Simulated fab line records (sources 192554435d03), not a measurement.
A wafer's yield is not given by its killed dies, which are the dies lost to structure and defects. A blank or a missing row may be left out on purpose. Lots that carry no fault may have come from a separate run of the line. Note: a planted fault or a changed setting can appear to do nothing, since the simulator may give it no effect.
The tool behind it: which one? :: flow n5_finfet :: 30 wafers from 10 lots sampled at 5 of the route's 1938 steps

WHAT THE GAUGES SHOWED, per wafer
The record holds no reading of a measuring or inspecting step that can be judged against a usual standard deviation.

WHAT TOOL EACH LOT RAN ON (gives the tool, then ch and the chambers of the sampled wafers, and finally the start)
lot: L409
N5_BEOL_M4_SPUTTER_48: pvd_sputter-02, day 8 11:51
N5_PASSIVATION_DESCUM_12: rie_diel-06 ch 2,3, day 12 16:49
N5_PASSIVATION_DESCUM_46: rie_diel-05 ch 1,2,3, day 12 23:17
N5_PASSIVATION_STRIP_48: rie_diel-05 ch 1,2,3, day 12 23:50
N5_PASSIVATION_PROBE_49: -

lot: L414
N5_BEOL_M4_SPUTTER_48: pvd_sputter-03, day 9 08:48
N5_PASSIVATION_DESCUM_12: rie_diel-01 ch 0,3, day 13 14:25
N5_PASSIVATION_DESCUM_46: rie_diel-04 ch 2,3, day 13 18:46
N5_PASSIVATION_STRIP_48: rie_diel-04 ch 2,3, day 13 19:20
N5_PASSIVATION_PROBE_49: -

lot: L416
N5_BEOL_M4_SPUTTER_48: pvd_sputter-02, day 10 03:35
N5_PASSIVATION_DESCUM_12: rie_diel-02 ch 0,3, day 14 09:07
N5_PASSIVATION_DESCUM_46: rie_diel-04 ch 0,1,3, day 14 13:13
N5_PASSIVATION_STRIP_48: rie_diel-04 ch 0,1,3, day 14 13:46
N5_PASSIVATION_PROBE_49: -

lot: L417
N5_BEOL_M4_SPUTTER_48: pvd_sputter-01, day 10 04:52
N5_PASSIVATION_DESCUM_12: rie_diel-02 ch 0,3, day 14 13:28
N5_PASSIVATION_DESCUM_46: rie_diel-05 ch 2,3, day 14 18:46
N5_PASSIVATION_STRIP_48: rie_diel-05 ch 2,3, day 14 19:19
N5_PASSIVATION_PROBE_49: -

lot: L412
N5_BEOL_M4_SPUTTER_48: pvd_sputter-03, day 10 08:20
N5_PASSIVATION_DESCUM_12: rie_diel-02 ch 0,1, day 14 19:02
N5_PASSIVATION_DESCUM_46: rie_diel-05 ch 0,1,3, day 14 22:56
N5_PASSIVATION_STRIP_48: rie_diel-05 ch 0,1,3, day 14 23:29
N5_PASSIVATION_PROBE_49: -

lot: L422
N5_BEOL_M4_SPUTTER_48: pvd_sputter-02, day 11 19:39
N5_PASSIVATION_DESCUM_12: rie_diel-06 ch 1,2, day 15 18:47
N5_PASSIVATION_DESCUM_46: rie_diel-03 ch 1,2,3, day 15 22:19
N5_PASSIVATION_STRIP_48: rie_diel-03 ch 1,2,3, day 15 22:52
N5_PASSIVATION_PROBE_49: prober-02, day 16 01:31

lot: L425
N5_BEOL_M4_SPUTTER_48: pvd_sputter-02, day 12 10:40
N5_PASSIVATION_DESCUM_12: rie_diel-01 ch 1,2,3, day 16 11:15
N5_PASSIVATION_DESCUM_46: rie_diel-05 ch 0,1,3, day 16 15:08
N5_PASSIVATION_STRIP_48: rie_diel-05 ch 0,1,3, day 16 15:41
N5_PASSIVATION_PROBE_49: prober-01, day 16 18:16

lot: L428
N5_BEOL_M4_SPUTTER_48: pvd_sputter-03, day 13 11:05
N5_PASSIVATION_DESCUM_12: rie_diel-06 ch 1,3, day 17 23:34
N5_PASSIVATION_DESCUM_46: rie_diel-04 ch 0,3, day 18 03:41
N5_PASSIVATION_STRIP_48: rie_diel-04 ch 0,3, day 18 04:14
N5_PASSIVATION_PROBE_49: -

lot: L431
N5_BEOL_M4_SPUTTER_48: pvd_sputter-03, day 13 16:06
N5_PASSIVATION_DESCUM_12: rie_diel-01 ch 0,1,2, day 17 23:38
N5_PASSIVATION_DESCUM_46: rie_diel-03 ch 0,1,2, day 18 03:22
N5_PASSIVATION_STRIP_48: rie_diel-03 ch 0,1,2, day 18 03:55
N5_PASSIVATION_PROBE_49: -

lot: L432
N5_BEOL_M4_SPUTTER_48: pvd_sputter-03, day 13 20:00
N5_PASSIVATION_DESCUM_12: rie_diel-06 ch 1,3, day 18 00:04
N5_PASSIVATION_DESCUM_46: rie_diel-03 ch 1,2,3, day 18 04:00
N5_PASSIVATION_STRIP_48: rie_diel-03 ch 1,2,3, day 18 04:33
N5_PASSIVATION_PROBE_49: -
- N5_BEOL_M4_SPUTTER_48: material Cu, target thk 4.5 nm, time 8.29 s.
- N5_PASSIVATION_DESCUM_12: chemistry O2, time 7.9 s.
- N5_PASSIVATION_DESCUM_46: chemistry O2, time 7.9 s.
- N5_PASSIVATION_STRIP_48: strips in O2.
- N5_PASSIVATION_PROBE_49

WHAT THE TOOLS THEMSELVES READ (means of the sampled wafers that have a number; where no wafer has one, the mark that the record gives instead)
N5_BEOL_M4_SPUTTER_48. Usual: throttle_valve_pct 29.8 %, standard deviation 0.98.
lot: L409
tool: pvd_sputter-02
throttle_valve_pct (%): 29.6
flag: 

lot: L414
tool: pvd_sputter-03
throttle_valve_pct (%): 30.1
flag: 

lot: L416
tool: pvd_sputter-02
throttle_valve_pct (%): 30.1
flag: 

lot: L417
tool: pvd_sputter-01
throttle_valve_pct (%): 28.4
flag: 

lot: L412
tool: pvd_sputter-03
throttle_valve_pct (%): 31.3
flag: 

lot: L422
tool: pvd_sputter-02
throttle_valve_pct (%): 29.5
flag: 

lot: L425
tool: pvd_sputter-02
throttle_valve_pct (%): 30.1
flag: 

lot: L428
tool: pvd_sputter-03
throttle_valve_pct (%): 30.0
flag: 

lot: L431
tool: pvd_sputter-03
throttle_valve_pct (%): 30.3
flag: 

lot: L432
tool: pvd_sputter-03
throttle_valve_pct (%): 30.0
flag: 

N5_PASSIVATION_DESCUM_12. Usual: drypump_motor_current_A 5.8 A, standard deviation 0.41; oes_product_au 0.77 a.u., standard deviation 0.081; rf_vpp_V 242.8 V, standard deviation 1.2; showerhead_plenum_p_Torr 2.06 Torr, standard deviation 0.052; temp_c 39.99 C, standard deviation 0.12; throttle_valve_pct 20.49 %, standard deviation 0.22.
lot: L409
tool: rie_diel-06
drypump_motor_current_A (A): 5.5
oes_product_au (a.u.): 0.71
rf_vpp_V (V): 243.4
showerhead_plenum_p_Torr (Torr): 2.13
temp_c (C): 40.04
throttle_valve_pct (%): 20.77
flag: 

lot: L414
tool: rie_diel-01
drypump_motor_current_A (A): 6.3
oes_product_au (a.u.): 0.83
rf_vpp_V (V): 241.4
showerhead_plenum_p_Torr (Torr): 2.03
temp_c (C): 40.11
throttle_valve_pct (%): 20.23
flag: 

lot: L416
tool: rie_diel-02
drypump_motor_current_A (A): 5.9
oes_product_au (a.u.): 0.80
rf_vpp_V (V): 243.5
showerhead_plenum_p_Torr (Torr): 2.07
temp_c (C): 39.93
throttle_valve_pct (%): 20.44
flag: 

lot: L417
tool: rie_diel-02
drypump_motor_current_A (A): 5.9
oes_product_au (a.u.): 0.80
rf_vpp_V (V): 242.6
showerhead_plenum_p_Torr (Torr): 2.07
temp_c (C): 40.07
throttle_valve_pct (%): 20.44
flag: 

lot: L412
tool: rie_diel-02
drypump_motor_current_A (A): 5.5
oes_product_au (a.u.): 0.88
rf_vpp_V (V): 242.0
showerhead_plenum_p_Torr (Torr): 2.02
temp_c (C): 39.92
throttle_valve_pct (%): 20.52
flag: 

lot: L422
tool: rie_diel-06
drypump_motor_current_A (A): 5.7
oes_product_au (a.u.): 0.70
rf_vpp_V (V): 242.3
showerhead_plenum_p_Torr (Torr): 2.08
temp_c (C): 40.00
throttle_valve_pct (%): 20.40
flag: 

lot: L425
tool: rie_diel-01
drypump_motor_current_A (A): 5.8
oes_product_au (a.u.): 0.72
rf_vpp_V (V): 242.0
showerhead_plenum_p_Torr (Torr): 2.02
temp_c (C): 40.12
throttle_valve_pct (%): 20.48
flag: 

lot: L428
tool: rie_diel-06
drypump_motor_current_A (A): 5.4
oes_product_au (a.u.): 0.77
rf_vpp_V (V): 243.0
showerhead_plenum_p_Torr (Torr): 2.09
temp_c (C): 39.99
throttle_valve_pct (%): 20.22
flag: 

lot: L431
tool: rie_diel-01
drypump_motor_current_A (A): 5.9
oes_product_au (a.u.): 0.74
rf_vpp_V (V): 242.4
showerhead_plenum_p_Torr (Torr): 2.02
temp_c (C): 40.02
throttle_valve_pct (%): 20.35
flag: 

lot: L432
tool: rie_diel-06
drypump_motor_current_A (A): 5.4
oes_product_au (a.u.): 0.85
rf_vpp_V (V): 242.9
showerhead_plenum_p_Torr (Torr): 2.11
temp_c (C): 39.95
throttle_valve_pct (%): 20.31
flag: 

N5_PASSIVATION_DESCUM_46. Usual: drypump_motor_current_A 5.6 A, standard deviation 0.56; oes_product_au 0.78 a.u., standard deviation 0.061; rf_vpp_V 242.6 V, standard deviation 1.6; showerhead_plenum_p_Torr 2.07 Torr, standard deviation 0.083; temp_c 40.02 C, standard deviation 0.1; throttle_valve_pct 20.49 %, standard deviation 0.19.
lot: L409
tool: rie_diel-05
drypump_motor_current_A (A): 5.5
oes_product_au (a.u.): 0.78
rf_vpp_V (V): 242.8
showerhead_plenum_p_Torr (Torr): 2.04
temp_c (C): 39.99
throttle_valve_pct (%): 20.64
flag: 

lot: L414
tool: rie_diel-04
drypump_motor_current_A (A): 5.8
oes_product_au (a.u.): 0.88
rf_vpp_V (V): 244.7
showerhead_plenum_p_Torr (Torr): 2.16
temp_c (C): 40.12
throttle_valve_pct (%): 20.39
flag: 

lot: L416
tool: rie_diel-04
drypump_motor_current_A (A): 6.2
oes_product_au (a.u.): 0.80
rf_vpp_V (V): 244.7
showerhead_plenum_p_Torr (Torr): 2.20
temp_c (C): 40.07
throttle_valve_pct (%): 20.38
flag: 

lot: L417
tool: rie_diel-05
drypump_motor_current_A (A): 5.1
oes_product_au (a.u.): 0.76
rf_vpp_V (V): 241.9
showerhead_plenum_p_Torr (Torr): 2.06
temp_c (C): 39.99
throttle_valve_pct (%): 20.69
flag: 

lot: L412
tool: rie_diel-05
drypump_motor_current_A (A): 5.2
oes_product_au (a.u.): 0.76
rf_vpp_V (V): 241.4
showerhead_plenum_p_Torr (Torr): 2.01
temp_c (C): 40.09
throttle_valve_pct (%): 20.52
flag: 

lot: L422
tool: rie_diel-03
drypump_motor_current_A (A): 5.5
oes_product_au (a.u.): 0.80
rf_vpp_V (V): 241.4
showerhead_plenum_p_Torr (Torr): 2.03
temp_c (C): 40.00
throttle_valve_pct (%): 20.49
flag: 

lot: L425
tool: rie_diel-05
drypump_motor_current_A (A): 5.2
oes_product_au (a.u.): 0.73
rf_vpp_V (V): 241.8
showerhead_plenum_p_Torr (Torr): 2.00
temp_c (C): 40.04
throttle_valve_pct (%): 20.54
flag: 

lot: L428
tool: rie_diel-04
drypump_motor_current_A (A): 6.2
oes_product_au (a.u.): 0.78
rf_vpp_V (V): 244.8
showerhead_plenum_p_Torr (Torr): 2.19
temp_c (C): 39.98
throttle_valve_pct (%): 20.50
flag: 

lot: L431
tool: rie_diel-03
drypump_motor_current_A (A): 5.5
oes_product_au (a.u.): 0.81
rf_vpp_V (V): 242.8
showerhead_plenum_p_Torr (Torr): 2.06
temp_c (C): 40.05
throttle_valve_pct (%): 20.54
flag: 

lot: L432
tool: rie_diel-03
drypump_motor_current_A (A): 5.5
oes_product_au (a.u.): 0.78
rf_vpp_V (V): 241.9
showerhead_plenum_p_Torr (Torr): 2.02
temp_c (C): 39.99
throttle_valve_pct (%): 20.52
flag: 

N5_PASSIVATION_STRIP_48. Usual: drypump_motor_current_A 5.6 A, standard deviation 0.56; oes_product_au 0.78 a.u., standard deviation 0.065; rf_vpp_V 3.9 V, standard deviation 2.4; showerhead_plenum_p_Torr 2.07 Torr, standard deviation 0.082; temp_c 59.99 C, standard deviation 0.14; throttle_valve_pct 16.74 %, standard deviation 0.19.
lot: L409
tool: rie_diel-05
drypump_motor_current_A (A): 5.5
oes_product_au (a.u.): 0.77
rf_vpp_V (V): 3.8
showerhead_plenum_p_Torr (Torr): 2.05
temp_c (C): 59.93
throttle_valve_pct (%): 16.88
flag: 

lot: L414
tool: rie_diel-04
drypump_motor_current_A (A): 5.8
oes_product_au (a.u.): 0.87
rf_vpp_V (V): 0.9
showerhead_plenum_p_Torr (Torr): 2.17
temp_c (C): 60.03
throttle_valve_pct (%): 16.56
flag: 

lot: L416
tool: rie_diel-04
drypump_motor_current_A (A): 6.2
oes_product_au (a.u.): 0.80
rf_vpp_V (V): 4.0
showerhead_plenum_p_Torr (Torr): 2.20
temp_c (C): 59.90
throttle_valve_pct (%): 16.61
flag: 

lot: L417
tool: rie_diel-05
drypump_motor_current_A (A): 5.1
oes_product_au (a.u.): 0.75
rf_vpp_V (V): 4.6
showerhead_plenum_p_Torr (Torr): 2.06
temp_c (C): 59.93
throttle_valve_pct (%): 16.87
flag: 

lot: L412
tool: rie_diel-05
drypump_motor_current_A (A): 5.3
oes_product_au (a.u.): 0.75
rf_vpp_V (V): 3.4
showerhead_plenum_p_Torr (Torr): 2.01
temp_c (C): 60.15
throttle_valve_pct (%): 16.76
flag: 

lot: L422
tool: rie_diel-03
drypump_motor_current_A (A): 5.6
oes_product_au (a.u.): 0.80
rf_vpp_V (V): 4.7
showerhead_plenum_p_Torr (Torr): 2.03
temp_c (C): 59.96
throttle_valve_pct (%): 16.69
flag: 

lot: L425
tool: rie_diel-05
drypump_motor_current_A (A): 5.2
oes_product_au (a.u.): 0.73
rf_vpp_V (V): 5.5
showerhead_plenum_p_Torr (Torr): 2.01
temp_c (C): 60.07
throttle_valve_pct (%): 16.77
flag: 

lot: L428
tool: rie_diel-04
drypump_motor_current_A (A): 6.1
oes_product_au (a.u.): 0.78
rf_vpp_V (V): 2.8
showerhead_plenum_p_Torr (Torr): 2.19
temp_c (C): 60.11
throttle_valve_pct (%): 16.76
flag: 

lot: L431
tool: rie_diel-03
drypump_motor_current_A (A): 5.5
oes_product_au (a.u.): 0.83
rf_vpp_V (V): 4.3
showerhead_plenum_p_Torr (Torr): 2.07
temp_c (C): 60.11
throttle_valve_pct (%): 16.76
flag: 

lot: L432
tool: rie_diel-03
drypump_motor_current_A (A): 5.6
oes_product_au (a.u.): 0.80
rf_vpp_V (V): 3.2
showerhead_plenum_p_Torr (Torr): 2.02
temp_c (C): 59.96
throttle_valve_pct (%): 16.75
flag: 

N5_PASSIVATION_PROBE_49. Usual: defect_limited_yield 91.2 %, standard deviation 1.5; killed_at_M0_to_M3 34, standard deviation 11; killed_at_M4_up 14, standard deviation 5.4; killed_at_contacts 12, standard deviation 5.9; killed_at_front_end 40, standard deviation 12; killed_at_other 4, standard deviation 3.3; killed_dies 103, standard deviation 18; killed_on_rim 14, standard deviation 4.1; killed_open 68, standard deviation 13; killed_short 34, standard deviation 7.5; sort_bin_5_function 5.1 %, standard deviation 1; sort_bin_6_memory 3.3 %, standard deviation 0.7; sort_n_pass 1076, standard deviation 18; sort_yield_pct 91.2 %, standard deviation 1.5.
lot: L422
tool: prober-02
defect_limited_yield (%): 87.7
killed_at_M0_to_M3: 38
killed_at_M4_up: 46
killed_at_contacts: 16
killed_at_front_end: 41
killed_at_other: 5
killed_dies: 146
killed_on_rim: 18
killed_open: 77
killed_short: 39
sort_bin_5_function (%): 8.0
sort_bin_6_memory (%): 3.7
sort_n_pass: 1034
sort_yield_pct (%): 87.7
flag: OFF

lot: L425
tool: prober-01
defect_limited_yield (%): 89.4
killed_at_M0_to_M3: 35
killed_at_M4_up: 43
killed_at_contacts: 8
killed_at_front_end: 37
killed_at_other: 3
killed_dies: 126
killed_on_rim: 18
killed_open: 66
killed_short: 29
sort_bin_5_function (%): 6.2
sort_bin_6_memory (%): 3.8
sort_n_pass: 1054
sort_yield_pct (%): 89.4
flag: OFF

THE ANSWER, worked out from the rows above alone
Rule: a lot is off if the mean of its wafers that have a number lies more than 3 standard deviations from the usual mean. Also off: a lot with no number at a reading for which 4 or more lots have one. The other lots that the step has rows for count as sound. Order of review: gauges by route order, followed by the tools' own readings, for which a lot's mean as printed above is used. At the first step where some lot is off, the reading lying furthest off is the one used; lots without a number count as furthest.
Off, at N5_PASSIVATION_PROBE_49 on killed_at_M4_up: L422, L425. Neither off nor sound, because the step has no rows for them: L409, L414, L416, L417, L412, L428, L431, L432.
If a tool, at that step or one of the process steps before it, ran each lot that is off and ran no sound lot following the first of them, it fits. One fits: N5_BEOL_M4_SPUTTER_48 on pvd_sputter-02. It ran no sound lot before its first lot that is off in this sample, so the start can't be narrowed down.

WHAT WAS PUT IN BY THE SIMULATOR
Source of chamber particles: pvd_sputter-02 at N5_BEOL_M4_SPUTTER_48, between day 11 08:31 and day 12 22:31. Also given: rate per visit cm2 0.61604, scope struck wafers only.
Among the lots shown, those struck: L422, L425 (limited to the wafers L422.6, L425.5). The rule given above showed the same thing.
